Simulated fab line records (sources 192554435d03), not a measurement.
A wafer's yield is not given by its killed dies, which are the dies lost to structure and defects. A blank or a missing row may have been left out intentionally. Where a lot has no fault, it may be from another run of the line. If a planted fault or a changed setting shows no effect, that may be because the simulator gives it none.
fab line records	flow n5-finfet
record lots=8	wafers=24	last-day=17
route steps=1938 shown WELL_APT@43 PMOS_HMC_CHANNEL_EPI@74 BEOL_M4@1111 PASSIVATION@1936
lots untouched by any fault: they come from a run of this same line in which no faults occurred
start-h: hours from the record's opening day to when the first of the lot's shown wafers began	wait-h: hours elapsed since this lot's preceding step	" unchanged from the row above	L1.1+2: a single row standing in for several wafers	- no value, or no start given	* or withheld: withheld	< > ~ a bound
route shown NAME@n: names a module that has steps shown in the file, with the first one's number in the route	usual: mean and standard deviation over wafers with no fault	same: alike in all rows	chamber/n: place in a boat	sites: the reading at each site	_std_site: the standard deviation of these	_edge_site: mean of outer sites minus mean of inner sites	radius-mm: how far each site lies from the wafer's centre	mask NAME#n: copy n	behind: tool/chamber where the wafer was last shaped	hold: cause of the lot's hold/its duration in hours/its outcome	device: names the non-switching transistor (n, p or np)	end of line: the route-end tests of the same wafers	for a step that has no rows: nothing shown but its recipe	killed: not the wafer's yield, but the dies lost to structure and defects at the first sort	map: a wafer's dies, marking killed ones x, the rest . and places with no die _
set.NAME: the setting the step ran with; set.NAME@STEP: the setting that earlier step ran with	model.NAME: the simulator's own value behind a step, which no gauge read
steps of the route over a sample of lots; a table a step, a row a wafer
services: from which hour (start-h, from the record's first day; less than 0 if before it) a tool's chamber was out of use, for how many hours, and why
## steps
# step N5_WELL_APT_CD_MEAS_25
# recipe target-cd-nm=200	landing-energy-ev=500	detector=se-inlens
# usual cd-nm=201.0/2
# same landing-energy-ev=500
lot.wafer	tool	chamber	start-h	wait-h	cd-nm
L642.1	cd-sem-03	0	26.96	-	199.1
L642.4	"	0	"	"	200.5
L642.6	"	0	"	"	200.9
L645.3	cd-sem-01	0	45.19	-	200.6
L645.5	"	0	"	"	203.7
L645.6	"	0	"	"	202.6
L647.3	cd-sem-01	0	56.77	-	202.2
L647.4	"	0	"	"	200.8
L647.5	"	0	"	"	201.4
L654.1	cd-sem-03	0	99.05	-	201.7
L654.3	"	0	"	"	200.9
L654.4	"	0	"	"	205.3
L659.3	cd-sem-03	0	129.02	-	201.2
L659.4	"	0	"	"	200.6
L659.5	"	0	"	"	201.1
L661.2	cd-sem-02	0	142.68	-	203.8
L661.3	"	0	"	"	203.4
L661.4	"	0	"	"	201.7
L662.1	cd-sem-03	0	146.88	-	203.7
L662.4	"	0	"	"	200.7
L662.5	"	0	"	"	203.3
L663.2	cd-sem-03	0	153.38	-	198.7
L663.3	"	0	"	"	202.8
L663.4	"	0	"	"	199.4
# step N5_WELL_APT_RTA_34
# recipe temp-c=1000	time-s=10	ambient=N2	idle-temp-c=600	ramp-up-c-per-s=150	ramp-down-c-per-s=60	cool-to-c=600
# usual lamp-power-pct=13.00/0.058	lamp_zone_6_pct=12.920/0.029	wafer_temp_C_max=1003.5/1.1
lot.wafer	tool	chamber	start-h	wait-h	lamp-power-pct	lamp_zone_6_pct	wafer_temp_C_max
L642.1	rtp-anneal-02	0	27.95	0.1	12.95	12.945	1003.1
L642.4	"	0	"	"	12.96	12.902	1002.5
L642.6	"	0	"	"	13.10	12.891	1002.7
L645.3	rtp-anneal-01	0	46.82	0.5	13.04	12.958	1002.9
L645.5	"	0	"	"	12.94	12.923	1003.1
L645.6	"	0	"	"	13.04	12.941	1001.8
L647.3	rtp-anneal-01	0	57.83	0.2	13.06	12.938	1003.0
L647.4	"	0	"	"	13.03	12.955	1004.2
L647.5	"	0	"	"	12.91	12.937	1003.6
L654.1	rtp-anneal-02	0	99.92	0.0	12.96	12.903	1004.4
L654.3	"	0	"	"	12.86	12.925	1003.0
L654.4	"	0	"	"	12.91	12.912	1004.6
L659.3	rtp-anneal-02	0	134.16	0.1	13.02	12.882	1002.6
L659.4	"	0	"	"	12.99	12.916	1003.8
L659.5	"	0	"	"	13.04	12.883	1001.4
L661.2	rtp-anneal-01	0	144.04	0.0	12.95	12.927	1004.2
L661.3	"	0	"	"	12.99	12.916	1002.4
L661.4	"	0	"	"	12.91	12.896	1004.0
L662.1	rtp-anneal-01	0	147.74	0.0	12.89	12.944	1002.9
L662.4	"	0	"	"	13.02	12.909	1004.1
L662.5	"	0	"	"	12.92	12.919	1003.8
L663.2	rtp-anneal-02	0	154.34	0.1	12.98	12.917	1004.1
L663.3	"	0	"	"	13.08	12.904	1006.5
L663.4	"	0	"	"	13.07	12.939	1003.3
# step N5_WELL_APT_EPI_41
# recipe material=Si	target-thk-a=500	temp-c=650	precursor=SiH4/H2	pressure-torr=20	time-s=297.7
# usual lamp-inner-pct=15.5/1	throttle-valve-pct=11.3/0.41
lot.wafer	tool	chamber	start-h	wait-h	lamp-inner-pct	throttle-valve-pct
L642.1	epi-rpcvd-03	0	28.19	0.0	16.5	11.8
L642.4	"	0	"	"	16.6	11.8
L642.6	"	0	"	"	16.8	11.6
L645.3	epi-rpcvd-03	0	47.28	0.2	16.6	11.8
L645.5	"	0	"	"	16.5	12.1
L645.6	"	0	"	"	16.6	11.8
L647.3	epi-rpcvd-04	0	58.29	0.3	14.9	11.1
L647.4	"	0	"	"	14.8	10.9
L647.5	"	0	"	"	15.1	11.3
L654.1	epi-rpcvd-03	0	100.16	0.0	16.6	11.6
L654.3	"	0	"	"	16.6	11.8
L654.4	"	0	"	"	16.6	11.8
L659.3	epi-rpcvd-03	0	134.63	0.3	16.5	11.8
L659.4	"	0	"	"	16.6	11.7
L659.5	"	0	"	"	16.4	11.8
L661.2	epi-rpcvd-03	0	144.39	0.2	16.5	11.7
L661.3	"	0	"	"	16.7	11.9
L661.4	"	0	"	"	16.6	11.8
L662.1	epi-rpcvd-04	0	147.97	0.0	15.0	11.2
L662.4	"	0	"	"	14.9	11.0
L662.5	"	0	"	"	15.0	11.3
L663.2	epi-rpcvd-02	0	154.66	0.1	14.4	10.9
L663.3	"	0	"	"	14.5	11.0
L663.4	"	0	"	"	14.5	11.0
# step N5_PMOS_HMC_CHANNEL_EPI_FIN_RECESS_16
# recipe chemistry=HBr/Cl2	target=Si	mask-material=SiO2	target-depth-a=540	time-s=18	pressure-mtorr=10	icp-w=800	bias-w=75	HBr_flow_sccm=150	Cl2_flow_sccm=80
# usual drypump-motor-current-A=5.8/0.47	oes-product-au=1.002/0.018	throttle-valve-pct=35.5/0.34
lot.wafer	tool	chamber	start-h	wait-h	drypump-motor-current-A	oes-product-au	rf-hours-counter-h	throttle-valve-pct
L642.1	rie-si-03	0	29.82	0.0	5.6	1.032	7	35.9
L642.4	"	3	"	"	4.9	0.977	5	34.9
L642.6	"	1	"	"	6.3	1.011	-	35.8
L645.3	rie-si-02	3	48.58	0.0	6.5	1.011	97	35.3
L645.5	"	2	"	"	5.8	0.978	-	35.6
L645.6	"	3	"	"	6.5	1.012	-	35.3
L647.3	rie-si-03	2	59.88	0.0	6.2	1.008	109	35.0
L647.4	"	3	"	"	4.8	0.969	5	34.9
L647.5	"	2	"	"	6.2	1.011	-	35.0
L654.1	rie-si-03	2	102.51	0.0	6.2	0.995	109	35.0
L654.3	"	0	"	"	5.6	1.234	8	35.6
L654.4	"	3	"	"	4.9	0.972	6	34.9
L659.3	rie-si-02	3	136.18	0.0	6.5	1.021	99	35.3
L659.4	"	0	"	"	5.9	1.011	54	36.1
L659.5	"	3	"	"	6.5	1.019	-	35.3
L661.2	rie-si-01	2	146.09	0.0	6.3	1.006	9	35.5
L661.3	"	1	"	"	6.3	0.999	4	35.7
L661.4	"	3	"	"	5.9	1.022	136	35.8
L662.1	rie-si-01	2	150.24	0.0	6.2	1.001	9	35.5
L662.4	"	0	"	"	5.4	0.986	125	35.4
L662.5	"	0	"	"	5.4	0.994	-	35.4
L663.2	rie-si-01	2	156.38	0.0	6.3	0.998	9	35.5
L663.3	"	3	"	"	5.9	1.013	136	35.8
L663.4	"	0	"	"	5.3	0.989	125	35.4
# step N5_PMOS_HMC_CHANNEL_EPI_THK_MEAS_22
# recipe reads=SiGe30_of_PMOS_HMC_CHANNEL_EPI_EPI_20
# usual HMC_CMP_THK=54.1/0.86
lot.wafer	tool	chamber	start-h	wait-h	HMC_CMP_THK[nm]
L642.1	film-metro-01	-	31.64	-	53.9
L642.4	"	-	"	"	53.2
L642.6	"	-	"	"	53.4
L645.3	film-metro-02	-	50.38	-	55.0
L645.5	"	-	"	"	54.2
L645.6	"	-	"	"	54.9
L647.3	film-metro-01	-	61.68	-	54.9
L647.4	"	-	"	"	52.6
L647.5	"	-	"	"	54.9
L654.1	film-metro-02	-	105.25	-	54.1
L654.3	"	-	"	"	59.2
L654.4	"	-	"	"	53.1
L659.3	film-metro-01	-	138.00	-	55.6
L659.4	"	-	"	"	55.6
L659.5	"	-	"	"	55.9
L661.2	film-metro-01	-	148.29	-	54.4
L661.3	"	-	"	"	53.1
L661.4	"	-	"	"	54.8
L662.1	film-metro-02	-	152.04	-	54.5
L662.4	"	-	"	"	53.9
L662.5	"	-	"	"	54.1
L663.2	film-metro-02	-	158.60	-	53.5
L663.3	"	-	"	"	54.4
L663.4	"	-	"	"	53.9
# step N5_BEOL_M4_RC_MEAS_101
# usual CJ_P=5.77/0.2	DIBL_N=35.3/1.5	DIBL_P=35.3/1.9	EOT_P=10.52/0.095	IGATE_P=0.0035/0.00045	IOFF_N=0.145/0.027	IOFF_P=0.20/0.033	IOFF_P_85C=3.5/0.5	IOFF_P_LIN=0.097/0.013	IOFF_P_LONG=0.000105/7.4e-06	ION_N=670/12	ION_P=462/6.8	RC_DENSE_P=23.7/0.64	RC_P=19.3/0.5	REXT_P=100.0/2.4	RS_NWELL=1037/6.2	RS_SD_P=65.7/0.99	SS_N=71.3/0.6	SS_P=73.1/0.7	VT_N=251/3.4	VT_P=-251/3.2	VT_P_LONG=-275.4/2.3	VT_P_LVT=-98.9/2.6
lot.wafer	tool	chamber	start-h	wait-h	CJ_P	DIBL_N[mV/V]	DIBL_P[mV/V]	EOT_P	IGATE_P[nA/um]	IOFF_N[nA/um]	IOFF_P[nA/um]	IOFF_P_85C[nA/um]	IOFF_P_LIN[nA/um]	IOFF_P_LONG[nA/um]	ION_N[uA/um]	ION_P[uA/um]	RC_DENSE_P[ohm.um]	RC_P[ohm.um]	REXT_P[ohm.um]	RS_NWELL[ohm/sq]	RS_SD_P[ohm/sq]	SS_N[mV/dec]	SS_P[mV/dec]	VT_N[mV]	VT_P[mV]	VT_P_LONG[mV]	VT_P_LVT[mV]
L642.1	prober-02	0	192.03	0.0	5.70	33.6	35.7	10.43	0.0041	0.140	0.19	3.3	0.094	0.00011	675	461	22.9	18.6	101.2	1037	65.8	70.7	74.2	247	-252	-274.2	-97.6
L642.4	"	0	"	"	5.88	36.0	38.2	10.57	0.0032	0.180	0.24	4.0	0.109	0.000111	683	466	23.6	19.6	103.2	1034	65.4	71.5	73.6	245	-249	-271.1	-95.8
L642.6	"	0	"	"	5.73	35.5	37.7	10.52	0.0033	0.182	0.22	3.8	0.104	0.000109	686	462	24.1	19.7	104.0	1044	66.7	71.5	74.4	246	-248	-272.2	-97.1
L645.3	prober-01	0	204.08	0.3	5.59	36.7	36.6	10.43	0.0037	0.162	0.24	4.0	0.113	0.000108	669	464	23.5	19.1	98.7	1033	66.4	71.9	73.4	251	-247	-275.5	-96.1
L645.5	"	0	"	"	5.88	35.3	35.2	10.42	0.0041	0.133	0.22	3.8	0.107	0.000113	664	466	23.7	19.2	96.9	1023	65.2	71.6	73.0	251	-249	-272.8	-96.9
L645.6	"	0	"	"	5.78	36.8	37.3	10.50	0.0036	0.160	0.25	4.2	0.118	0.000112	679	467	23.1	18.9	96.7	1033	65.1	72.0	73.3	248	-245	-270.7	-93.9
L647.3	prober-01	0	222.77	0.3	5.70	34.0	34.3	10.51	0.0044	0.135	0.19	3.4	0.096	0.000107	681	471	23.2	19.0	96.6	1037	65.7	70.8	72.8	251	-250	-272.3	-99.3
L647.4	"	0	"	"	5.98	35.1	34.7	10.61	0.0033	0.151	0.20	3.5	0.097	0.000111	682	466	23.4	19.4	98.7	1024	65.4	70.5	72.7	246	-248	-274.1	-99.2
L647.5	"	0	"	"	5.71	34.4	34.0	10.63	0.0036	0.135	0.19	3.4	0.096	0.000106	681	467	23.1	18.8	98.0	1030	66.0	70.9	71.7	252	-250	-273.8	-99.4
L654.1	prober-01	0	259.88	0.0	5.67	36.2	36.4	10.62	0.0032	0.143	0.19	3.4	0.094	9.6e-05	669	458	24.4	20.0	102.7	1036	64.3	71.5	73.0	250	-252	-278.3	-101.0
L654.3	"	0	"	"	-	34.2	-	-	-	0.112	-	-	-	-	657	-	-	-	-	1065	-	71.6	-	255	-	-	-
L654.4	"	0	"	"	5.86	35.7	36.0	10.58	0.0034	0.139	0.19	3.4	0.093	9.9e-05	677	465	22.7	18.6	101.7	1035	65.7	70.9	73.7	251	-252	-277.6	-101.6
L659.3	prober-01	0	302.49	0.3	5.50	35.4	36.6	10.48	0.0041	0.162	0.20	3.4	0.091	9e-05	679	462	23.4	19.1	99.8	1043	66.8	71.3	73.0	248	-253	-278.9	-100.1
L659.4	"	0	"	"	5.24	35.7	36.8	10.53	0.0031	0.163	0.20	3.4	0.093	8.7e-05	680	464	23.9	19.5	100.7	1037	65.7	70.8	73.5	248	-254	-277.1	-99.6
L659.5	"	0	"	"	5.39	33.4	34.4	10.44	0.0042	0.128	0.16	2.9	0.080	9e-05	675	462	24.0	19.5	99.8	1039	67.4	69.8	72.7	250	-256	-276.1	-102.9
L661.2	prober-01	0	304.26	0.2	5.53	36.1	34.9	10.48	0.0035	0.148	0.18	3.1	0.086	9.3e-05	668	454	24.1	19.7	100.9	1039	66.8	71.4	73.0	251	-255	-278.1	-102.1
L661.3	"	0	"	"	5.99	36.3	35.3	10.55	0.0032	0.159	0.19	3.2	0.089	0.0001	676	462	22.5	18.3	98.5	1038	66.7	71.4	73.0	248	-253	-277.8	-101.2
L661.4	"	0	"	"	5.69	35.4	35.1	10.50	0.0030	0.150	0.19	3.3	0.090	9.5e-05	662	461	23.1	19.1	98.2	1035	66.3	71.5	73.4	247	-252	-278.4	-101.1
L662.1	prober-02	0	307.25	0.0	5.67	36.9	37.1	10.62	0.0030	0.151	0.21	3.7	0.102	9.7e-05	667	460	24.3	19.7	104.0	1034	65.3	71.1	73.5	248	-249	-278.9	-97.6
L662.4	"	0	"	"	5.97	35.1	34.1	10.59	0.0033	0.120	0.18	3.2	0.093	0.000105	663	465	24.6	20.2	102.4	1034	64.2	71.8	72.4	254	-250	-275.6	-99.7
L662.5	"	0	"	"	5.88	37.1	36.7	10.56	0.0037	0.148	0.22	3.7	0.103	0.000101	658	456	24.7	19.8	102.5	1035	65.7	71.5	73.8	250	-248	-275.2	-97.5
L663.2	prober-01	0	311.05	0.2	6.03	36.4	36.2	10.67	0.0031	0.156	0.21	3.8	0.099	0.00011	663	459	23.5	19.2	99.2	1048	66.5	71.5	73.0	250	-249	-277.3	-99.6
L663.3	"	0	"	"	5.81	35.1	34.7	10.56	0.0038	0.147	0.19	3.4	0.093	0.000108	675	458	23.2	19.0	99.3	1041	66.0	70.4	72.8	249	-250	-278.2	-99.2
L663.4	"	0	"	"	5.80	34.8	33.9	10.62	0.0036	0.126	0.17	3.1	0.084	0.000105	657	457	23.4	19.1	100.9	1046	66.4	70.7	72.9	252	-255	-275.9	-101.5
# step N5_PASSIVATION_PROBE_49
# usual defect-limited-yield=91.2/1.5	killed_at_M0_to_M3=34/11	killed_at_M4_up=14/5.4	killed-at-contacts=12/5.9	killed-at-front-end=40/12	killed-at-other=4/3.3	killed-dies=103/18	killed-on-rim=14/4.1	killed-open=68/13	killed-short=34/7.5	sort_bin_4_leakage=0/0	sort_bin_5_function=5.1/1	sort_bin_6_memory=3.3/0.7	sort-n-pass=1076/18	sort-yield-pct=91.2/1.5
# same gross-dies=1180	killed-at-back-side=0	sort_bin_8_speed[%]=0
lot.wafer	tool	chamber	start-h	wait-h	defect-limited-yield[%]	killed_at_M0_to_M3	killed_at_M4_up	killed-at-contacts	killed-at-front-end	killed-at-other	killed-dies	killed-on-rim	killed-open	killed-short	sort_bin_4_leakage[%]	sort_bin_5_function[%]	sort_bin_6_memory[%]	sort-n-pass	sort-yield-pct[%]
L642.1	prober-02	-	292.20	0.0	89.7	26	7	10	73	5	121	13	84	35	0	6.1	3.7	1059	89.7
L642.4	prober-02	-	292.35	0.2	88.1	26	7	14	91	2	140	16	95	44	0	6.1	5.4	1040	88.1
L642.6	prober-02	-	292.45	0.3	85.5	20	12	28	98	13	171	23	101	69	0	8.4	5.7	1009	85.5
L645.3	prober-02	-	311.13	0.1	90.3	44	20	15	31	4	114	11	83	31	0	5.6	3.9	1066	90.3
L645.5	prober-02	-	311.23	0.2	88.6	45	18	9	52	10	134	9	80	54	0	6.7	4.1	1046	88.6
L645.6	prober-02	-	311.28	0.3	92.5	32	10	7	39	0	88	14	57	29	0	4.7	2.3	1092	92.5
L647.3	prober-02	-	328.37	0.1	93.4	20	13	11	30	4	78	14	49	29	0	3.2	3.1	1102	93.4
L647.4	prober-02	-	328.42	0.2	91.7	31	10	21	32	4	98	11	67	30	0	5.8	2.4	1082	91.7
L647.5	prober-02	-	328.47	0.2	93.0	25	8	18	30	2	83	10	53	30	0	4.2	2.6	1097	93.0
L654.1	prober-02	-	357.50	0.0	90.1	34	28	12	42	1	117	14	88	29	0	6.5	3.1	1063	90.1
L654.3	prober-02	-	357.60	0.1	92.1	23	26	8	35	1	93	10	62	29	92.12	4.4	2.8	0	0
L654.4	prober-02	-	357.65	0.2	91.4	40	17	8	35	1	101	16	72	28	0	5.0	3.4	1079	91.4
L662.1	prober-01	-	414.44	0.0	90.4	41	9	6	50	7	113	13	65	46	0	5.7	3.4	1067	90.4
L662.4	prober-01	-	414.59	0.2	92.2	37	14	4	34	3	92	7	57	32	0	4.6	2.8	1088	92.2
L662.5	prober-01	-	414.64	0.2	93.1	33	8	4	34	2	81	11	50	31	0	4.0	2.6	1099	93.1
L659.3	prober-01	-	414.84	0.1	91.8	24	21	10	34	8	97	10	65	32	0	4.2	3.4	1083	91.8
L659.4	prober-01	-	414.89	0.2	92.6	30	15	6	33	3	87	16	54	33	0	4.5	2.8	1093	92.6
L659.5	prober-01	-	414.94	0.2	94.2	16	18	10	20	4	68	8	44	23	0	3.2	2.3	1112	94.2
L663.2	prober-01	-	416.38	0.1	91.8	39	19	8	30	1	97	13	60	37	0	4.7	3.6	1083	91.8
L663.3	prober-01	-	416.43	0.1	90.3	52	16	15	30	1	114	18	77	37	0	5.7	3.8	1066	90.3
L663.4	prober-01	-	416.48	0.2	89.5	48	15	19	40	2	124	19	85	39	0	6.4	3.9	1056	89.5
L661.2	prober-01	-	416.68	0.4	91.7	40	19	8	29	2	98	18	74	24	0	4.4	3.6	1082	91.7
L661.3	prober-01	-	416.73	0.4	92.3	44	1	8	37	1	91	15	59	32	0	4.6	3.0	1089	92.3
L661.4	prober-01	-	416.78	0.5	90.6	36	8	9	49	9	111	21	78	33	0	6.0	3.2	1069	90.6
# killed by level:class
L642.1 FIN_SAQP:geometric-particle:open=18 STI_FIN_REVEAL:geometric-particle:open=16 BEOL_M0_SAQP:geometric-particle:short=14 GATE_CUT:geometric-particle:short=10 MOL_CONTACT_COAG:geometric-particle:open=8 DUMMY_GATE:geometric-particle:open=7 FIN_SAQP:geometric-particle:short=6 BEOL_M2:geometric-particle:open=5
L642.4 STI_FIN_REVEAL:geometric-particle:open=28 FIN_SAQP:geometric-particle:short=18 FIN_SAQP:geometric-particle:open=16 MOL_CONTACT_COAG:geometric-particle:open=10 GATE_CUT:geometric-particle:open=9 GATE_CUT:geometric-particle:short=8 BEOL_M0_SAQP:geometric-particle:open=8 DUMMY_GATE:geometric-particle:open=4
L642.6 MOL_CONTACT_COAG:geometric-particle:open=21 STI_FIN_REVEAL:geometric-particle:open=19 GATE_CUT:geometric-particle:short=18 FIN_SAQP:geometric-particle:short=17 FIN_SAQP:geometric-particle:open=13 BEOL_M2:geometric-particle:open=8 GATE_CUT:geometric-particle:open=7 MOL_CONTACT_COAG:geometric-particle:short=7
L645.3 MOL_CONTACT_COAG:geometric-particle:open=15 FIN_SAQP:geometric-particle:open=12 BEOL_M0_SAQP:geometric-particle:short=10 BEOL_M0_SAQP:geometric-particle:open=10 BEOL_M3:geometric-particle:open=10 BEOL_M4:geometric-particle:open=9 STI_FIN_REVEAL:geometric-particle:open=8 BEOL_M3:geometric-particle:short=7
L645.5 FIN_SAQP:geometric-particle:open=23 FIN_SAQP:geometric-particle:short=13 BEOL_M0_SAQP:geometric-particle:short=13 BEOL_M0_SAQP:geometric-particle:open=10 BEOL_M4:geometric-particle:open=9 MOL_CONTACT_COAG:geometric-particle:open=8 BEOL_M3:geometric-particle:open=6 DUMMY_GATE:geometric-particle:open=5
L645.6 FIN_SAQP:geometric-particle:open=7 BEOL_M0_SAQP:geometric-particle:open=7 BEOL_M2:geometric-particle:open=7 GATE_CUT:geometric-particle:short=6 MOL_CONTACT_COAG:geometric-particle:open=6 BEOL_M0_SAQP:geometric-particle:short=6 FIN_SAQP:geometric-particle:short=5 STI_FIN_REVEAL:geometric-particle:open=5
L647.3 DUMMY_GATE:geometric-particle:open=11 BEOL_M0_SAQP:geometric-particle:short=8 MOL_CONTACT_COAG:geometric-particle:open=7 FIN_SAQP:geometric-particle:open=6 BEOL_M4:geometric-particle:open=5 STARTING-WAFER:geometric-particle:short=5 MOL_CONTACT_COAG:geometric-particle:short=4 BEOL_M8:geometric-particle:open=4
L647.4 MOL_CONTACT_COAG:geometric-particle:open=21 BEOL_M0_SAQP:geometric-particle:open=11 BEOL_M0_SAQP:geometric-particle:short=10 FIN_SAQP:geometric-particle:open=6 DUMMY_GATE:geometric-particle:open=5 FIN_SAQP:geometric-particle:short=4 BEOL_M4:geometric-particle:open=4 STARTING-WAFER:geometric-particle:open=4
L647.5 MOL_CONTACT_COAG:geometric-particle:open=12 DUMMY_GATE:geometric-particle:open=7 BEOL_M2:geometric-particle:open=7 GATE_CUT:geometric-particle:short=6 MOL_CONTACT_COAG:geometric-particle:short=6 BEOL_M0_SAQP:geometric-particle:open=5 STARTING-WAFER:geometric-particle:open=4 BEOL_M0_SAQP:geometric-particle:short=4
L654.1 STI_FIN_REVEAL:geometric-particle:open=14 BEOL_M4:geometric-particle:open=13 MOL_CONTACT_COAG:geometric-particle:open=11 BEOL_M1:geometric-particle:open=10 BEOL_M0_SAQP:geometric-particle:open=8 BEOL_M0_SAQP:geometric-particle:short=5 BEOL_M2:geometric-particle:open=5 BEOL_M4:geometric-particle:short=5
L654.3 BEOL_M4:geometric-particle:open=13 STI_FIN_REVEAL:geometric-particle:open=8 MOL_CONTACT_COAG:geometric-particle:open=7 BEOL_M0_SAQP:geometric-particle:short=7 BEOL_M4:geometric-particle:short=7 BEOL_M3:geometric-particle:open=6 FIN_SAQP:geometric-particle:open=4 GATE_CUT:geometric-particle:short=4
L654.4 BEOL_M1:geometric-particle:open=10 STI_FIN_REVEAL:geometric-particle:open=9 BEOL_M2:geometric-particle:open=8 BEOL_M0_SAQP:geometric-particle:open=7 BEOL_M3:geometric-particle:open=7 BEOL_M4:geometric-particle:open=7 BEOL_M0_SAQP:geometric-particle:short=6 ILD0:geometric-particle:open=5
L662.1 BEOL_M0_SAQP:geometric-particle:short=16 FIN_SAQP:geometric-particle:short=13 STI_FIN_REVEAL:geometric-particle:open=13 BEOL_M0_SAQP:geometric-particle:open=9 FIN_SAQP:geometric-particle:open=8 BEOL_M1:geometric-particle:open=7 BEOL_M3:geometric-particle:open=5 STI_FIN_REVEAL:geometric-particle:short=4
L662.4 BEOL_M1:geometric-particle:open=13 FIN_SAQP:geometric-particle:short=9 BEOL_M3:geometric-particle:open=9 BEOL_M4:geometric-particle:open=7 STI_FIN_REVEAL:geometric-particle:open=6 GATE_CUT:geometric-particle:short=5 BEOL_M0_SAQP:geometric-particle:open=5 FIN_SAQP:geometric-particle:open=4
L662.5 BEOL_M0_SAQP:geometric-particle:open=10 FIN_SAQP:geometric-particle:short=7 FIN_SAQP:geometric-particle:open=6 BEOL_M2:geometric-particle:open=6 BEOL_M0_SAQP:geometric-particle:short=5 BEOL_M1:geometric-particle:open=5 MOL_CONTACT_COAG:geometric-particle:open=4 STI_FIN_REVEAL:geometric-particle:open=3
L659.3 MOL_CONTACT_COAG:geometric-particle:open=10 BEOL_M1:geometric-particle:open=8 STI_FIN_REVEAL:geometric-particle:open=7 BEOL_M0_SAQP:geometric-particle:open=7 BEOL_M4:geometric-particle:open=5 PASS1_CAP:geometric-particle:open=5 DUMMY_GATE:geometric-particle:open=4 DUMMY_GATE:geometric-particle:short=4
L659.4 BEOL_M1:geometric-particle:open=9 BEOL_M0_SAQP:geometric-particle:open=8 BEOL_M0_SAQP:geometric-particle:short=8 FIN_SAQP:geometric-particle:short=7 MOL_CONTACT_COAG:geometric-particle:open=6 FIN_SAQP:geometric-particle:open=5 STARTING-WAFER:geometric-particle:short=5 BEOL_M7:geometric-particle:open=4
L659.5 MOL_CONTACT_COAG:geometric-particle:open=8 BEOL_M0_SAQP:geometric-particle:short=6 DUMMY_GATE:geometric-particle:open=5 BEOL_M4:geometric-particle:open=5 GATE_CUT:geometric-particle:open=3 BEOL_M0:geometric-particle:open=3 BEOL_M2:geometric-particle:open=3 BEOL_M5:geometric-particle:open=3
L663.2 STI_FIN_REVEAL:geometric-particle:open=10 BEOL_M0_SAQP:geometric-particle:short=10 BEOL_M0_SAQP:geometric-particle:open=9 BEOL_M1:geometric-particle:open=8 BEOL_M4:geometric-particle:short=7 FIN_SAQP:geometric-particle:short=5 MOL_CONTACT_COAG:geometric-particle:open=5 BEOL_M0:geometric-particle:open=5
L663.3 BEOL_M0_SAQP:geometric-particle:short=14 MOL_CONTACT_COAG:geometric-particle:open=13 BEOL_M2:geometric-particle:open=10 STI_FIN_REVEAL:geometric-particle:open=8 BEOL_M3:geometric-particle:open=8 BEOL_M0_SAQP:geometric-particle:open=7 BEOL_M0:geometric-particle:short=5 BEOL_M1:geometric-particle:open=5
L663.4 MOL_CONTACT_COAG:geometric-particle:open=16 FIN_SAQP:geometric-particle:open=12 FIN_SAQP:geometric-particle:short=10 BEOL_M0_SAQP:geometric-particle:short=9 BEOL_M0_SAQP:geometric-particle:open=8 BEOL_M2:geometric-particle:open=8 BEOL_M3:geometric-particle:open=8 BEOL_M4:geometric-particle:open=8
L661.2 BEOL_M0_SAQP:geometric-particle:open=10 BEOL_M0_SAQP:geometric-particle:short=9 FIN_SAQP:geometric-particle:open=8 MOL_CONTACT_COAG:geometric-particle:open=8 STI_FIN_REVEAL:geometric-particle:open=7 BEOL_M3:geometric-particle:open=7 BEOL_M5:geometric-particle:open=6 DUMMY_GATE:geometric-particle:open=5
L661.3 STI_FIN_REVEAL:geometric-particle:open=9 BEOL_M2:geometric-particle:open=9 MOL_CONTACT_COAG:geometric-particle:open=8 BEOL_M0_SAQP:geometric-particle:short=8 BEOL_M3:geometric-particle:open=7 FIN_SAQP:geometric-particle:short=6 BEOL_M0:geometric-particle:open=6 BEOL_M3:geometric-particle:short=5
L661.4 BEOL_M2:geometric-particle:open=17 FIN_SAQP:geometric-particle:open=8 STI_FIN_REVEAL:geometric-particle:open=8 MOL_CONTACT_COAG:geometric-particle:open=7 FIN_SAQP:geometric-particle:short=6 GATE_CUT:geometric-particle:open=6 BEOL_M3:geometric-particle:open=6 BEOL_M0_SAQP:geometric-particle:open=5
## services
tool	chamber	start-h	hours	kind
rie-si-01	-	9.09	2.8	pm
epi-rpcvd-03	-	44.67	1.1	repair
epi-rpcvd-04	-	47.37	2.8	pm
rie-si-01	2	67.02	2.1	repair
rie-si-01	1	87.02	2.5	repair
rie-si-03	3	109.47	4.6	repair
rie-si-01	2	117.89	3.0	repair
rie-si-02	2	125.50	2.1	repair
## key
first-sign step=N5_PMOS_HMC_CHANNEL_EPI_FIN_RECESS_16	reading=oes-product-au	direction=up	sigmas=13	usual=1.002	struck=1.234
effect step=N5_PMOS_HMC_CHANNEL_EPI_THK_MEAS_22	reading=HMC_CMP_THK	direction=up	sigmas=5.9	usual=54.1	struck=59.2
effect step=N5_BEOL_M4_RC_MEAS_101	reading=RS_NWELL	direction=up	sigmas=4.5	usual=1037	struck=1065
effect step=N5_BEOL_M4_RC_MEAS_101	reading=CJ_P	direction=missing
effect step=N5_BEOL_M4_RC_MEAS_101	reading=DIBL_P	direction=missing
effect step=N5_BEOL_M4_RC_MEAS_101	reading=EOT_P	direction=missing
effect step=N5_BEOL_M4_RC_MEAS_101	reading=IGATE_P	direction=missing
effect step=N5_BEOL_M4_RC_MEAS_101	reading=IOFF_P	direction=missing
effect step=N5_BEOL_M4_RC_MEAS_101	reading=IOFF_P_85C	direction=missing
effect step=N5_BEOL_M4_RC_MEAS_101	reading=IOFF_P_LIN	direction=missing
effect step=N5_BEOL_M4_RC_MEAS_101	reading=IOFF_P_LONG	direction=missing
effect step=N5_BEOL_M4_RC_MEAS_101	reading=ION_P	direction=missing
effect step=N5_BEOL_M4_RC_MEAS_101	reading=RC_DENSE_P	direction=missing
effect step=N5_BEOL_M4_RC_MEAS_101	reading=RC_P	direction=missing
effect step=N5_PASSIVATION_PROBE_49	reading=sort_bin_4_leakage	direction=up	sigmas=99+	usual=0	struck=92.12
met-at N5_PMOS_HMC_CHANNEL_EPI_FIN_RECESS_16
struck-lots L654
struck-wafers L654.3
not-acting-at N5_WELL_APT_CD_MEAS_25,N5_WELL_APT_RTA_34,N5_WELL_APT_EPI_41
onset-between 29.82 102.51
fault kind=process-parameter-drift	tool=rie-si-03	chamber=0	onset-h=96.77	steps=N5_PMOS_HMC_CHANNEL_EPI_FIN_RECESS_16	channel=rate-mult	offset=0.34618	shape=step	end-h=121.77
